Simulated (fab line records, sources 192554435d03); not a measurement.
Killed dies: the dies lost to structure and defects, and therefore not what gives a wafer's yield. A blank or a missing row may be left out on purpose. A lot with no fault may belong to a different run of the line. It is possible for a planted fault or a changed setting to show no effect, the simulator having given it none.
One fault seen from 3 desks    flow n5Finfet    every desk sees just its own numbers, and what lay behind them comes last

== FOR THE TOOL OWNER'S DESK: cmp-03 ==
The tool's own readings at N5_BEOL_M1_CMP_52 (polishes, stops on SiOC, t overpolish 6.8 s, target thk 40 nm): means of the sampled wafers that have a number, for each lot that ran on this tool. A lot is out of limits, marked OUT, if its mean lies more than 4 standard deviations from the usual mean; the brackets give that distance.
Columns: A = barrierFieldEndpointS at N5_BEOL_M1_CMP_52, usual 24.8 s; B = headPressurePsi at N5_BEOL_M1_CMP_52, usual 1.0004 psi; C = motorCurrentA at N5_BEOL_M1_CMP_52, usual 5.9 A; D = overpolishRunS at N5_BEOL_M1_CMP_52, usual 6.800 s; E = timeToEndpointS at N5_BEOL_M1_CMP_52, usual 63 s
lot   first seen here  A                B       C    D                        E
L947  day 7 00:39      24.3             0.9999  5.6  6.807                    66
L949  day 7 04:24      24.9             0.9998  5.6  6.803                    64
L952  day 7 23:57      30.6 (+8.5) OUT  1.0022  6.0  4.548 (-99 or more) OUT  72
L966  day 11 07:31     24.7             0.9986  6.0  6.801                    65
L968  day 11 23:55     24.2             1.0006  5.8  6.808                    60
This desk's verdict: out of limits on L952, starting with L952 at day 7 23:57 (barrierFieldEndpointS at N5_BEOL_M1_CMP_52). L947, L949, L966, L968 stayed within limits.

== FROM THE METROLOGY DESK ==
What the gauges read, lot by lot, whatever tool the lot ran on: means of the sampled wafers that have a number. A lot is out of limits, marked OUT, if its mean lies more than 4 standard deviations from the usual mean; the brackets give that distance. Readings shown: 7 out of 11 (the first out of limits, and those lying furthest out on some lot).
Columns: A = M1_THK at N5_BEOL_M1_THK_MEAS_53, usual 38.7 nm; B = DIBL_P at N5_BEOL_M4_RC_MEAS_101, usual 36.1 mV/V; C = IOFF_P at N5_BEOL_M4_RC_MEAS_101, usual 0.21 nA/um; D = ION_N at N5_BEOL_M4_RC_MEAS_101, usual 675 uA/um; E = ION_P at N5_BEOL_M4_RC_MEAS_101, usual 464 uA/um; F = SS_P at N5_BEOL_M4_RC_MEAS_101, usual 73.3 mV/dec; G = VT_P at N5_BEOL_M4_RC_MEAS_101, usual -250 mV
lot   first seen here  A               B     C     D    E    F     G
L947  day 7 00:56      39.7            35.3  0.19  667  455  72.8  -251
L949  day 7 04:40      37.8            36.0  0.22  664  460  73.2  -247
L952  day 8 00:08      72.4 (+21) OUT  36.3  0.22  674  465  73.3  -250
L962  day 10 08:17     39.2            33.7  0.19  665  461  72.8  -251
L964  day 11 02:18     38.7            37.8  0.23  688  466  73.8  -248
L965  day 11 05:06     38.9            38.9  0.23  673  463  74.5  -249
L966  day 11 07:46     38.1            37.8  0.28  693  479  73.5  -242
L967  day 11 12:26     36.6            35.6  0.18  669  456  72.8  -254
L968  day 12 00:11     38.1            37.5  0.31  684  478  73.8  -242
L969  day 12 06:44     40.7            36.4  0.23  683  470  73.1  -247
This desk's result: L952 out of limits, first on L952 (M1_THK at N5_BEOL_M1_THK_MEAS_53), day 8 00:08. L947, L949, L962, L964, L965, L966, L967, L968, L969 stayed within limits.

== THE DEFECT DESK ==
Per lot, the means of the sampled wafers with a number show what the inspections along the route counted. A lot is out of limits, marked OUT, if its mean lies more than 4 standard deviations from the usual mean; the brackets give that distance.
Columns: A = rawDefectCount at N5_BEOL_M1_INSPECT_59, usual 72
lot   first seen here  A
L947  day 7 01:14      67
L949  day 7 04:56      66
L952  day 8 00:25      562 (+22) OUT
L962  day 10 08:37     80
L964  day 11 02:37     64
L965  day 11 05:42     76
L966  day 11 08:04     44
L967  day 11 12:45     43
L968  day 12 00:28     65
L969  day 12 07:01     79
This desk's verdict: out of limits on L952, starting with L952 at day 8 00:25 (rawDefectCount at N5_BEOL_M1_INSPECT_59). L947, L949, L962, L964, L965, L966, L967, L968, L969 stayed within limits.

== ALL TOGETHER ==
The tool owner's desk had the chance to raise an alarm at day 7 23:57 on L952.
L952 would have let the metrology desk raise an alarm at day 8 00:08.
The defect desk could have raised an alarm at day 8 00:25, on L952.
On cmp-03, each named lot ran N5_BEOL_M1_CMP_52.

== WHAT THE SIMULATOR HAD PUT IN ==
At N5_BEOL_M1_CMP_52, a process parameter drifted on cmp-03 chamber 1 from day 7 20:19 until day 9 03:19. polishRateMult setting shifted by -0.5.
Shown lots that were struck: L952.
Hours from the fault's start to each desk's first reading out of limits: the tool owner's desk, 4; the metrology desk, 4; the defect desk, 4.
